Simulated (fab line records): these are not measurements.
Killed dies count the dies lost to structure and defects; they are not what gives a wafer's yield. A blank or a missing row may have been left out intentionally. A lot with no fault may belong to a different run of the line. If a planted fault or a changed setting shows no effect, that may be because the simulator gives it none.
Chamber matching    flow nand harc    4 sister chambers for NHARC_A_CONTACT_ETCH_91 on rie diel-01
The step etches the open film in CH3F/O2, target depth 40 nm, time 85.7 s. 4 wafers are shown with their chamber, then 12 later ones without.

## EACH WAFER AND ITS CHAMBER
wafer   chamber  showerhead plenum p Torr (Torr)
L087.2  0        2.50
L091.1  1        2.55
L091.2  2        2.56
L091.3  3        2.27

## WAFERS WITH NO CHAMBER GIVEN
wafer   showerhead plenum p Torr (Torr)
L094.1  2.66
L094.2  2.56
L094.3  2.49
L094.4  2.55
L094.5  2.56
L094.6  2.55
L093.2  2.49
L093.4  2.66
L093.6  2.55
L097.1  2.49
L097.4  2.56
L097.5  2.56

## EACH ONE'S CHAMBER
wafer   from the rows above           in truth
L094.1  can't be placed: 2 or 1 or 0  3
L094.2  can't be placed: 2 or 1 or 0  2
L094.3  can't be placed: 0 or 1 or 2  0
L094.4  can't be placed: 1 or 2 or 0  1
L094.5  can't be placed: 2 or 1 or 0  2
L094.6  can't be placed: 1 or 2 or 0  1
L093.2  can't be placed: 0 or 1 or 2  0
L093.4  can't be placed: 2 or 1 or 0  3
L093.6  can't be placed: 1 or 2 or 0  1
L097.1  can't be placed: 0 or 1 or 2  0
L097.4  can't be placed: 2 or 1 or 0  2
L097.5  can't be placed: 2 or 1 or 0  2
Placed correctly: 0 of 12. Not placeable from these rows: 12 (in 10, the candidates include the true chamber). Placed wrongly: 0.
How it was worked out, from the rows above alone: a wafer's distance from a chamber is the root of the sum, over the readings, of the square of ((its reading less the chamber's mean) divided by the reading's scatter). The wafer belongs to the nearest chamber; if the next one is less than 2 further off, it can't be placed. The mean given for a chamber averages the wafers shown for that chamber. The scatter: with one shown wafer a chamber, the root of the mean of the squares of how far each hidden wafer lies from its nearest shown one.
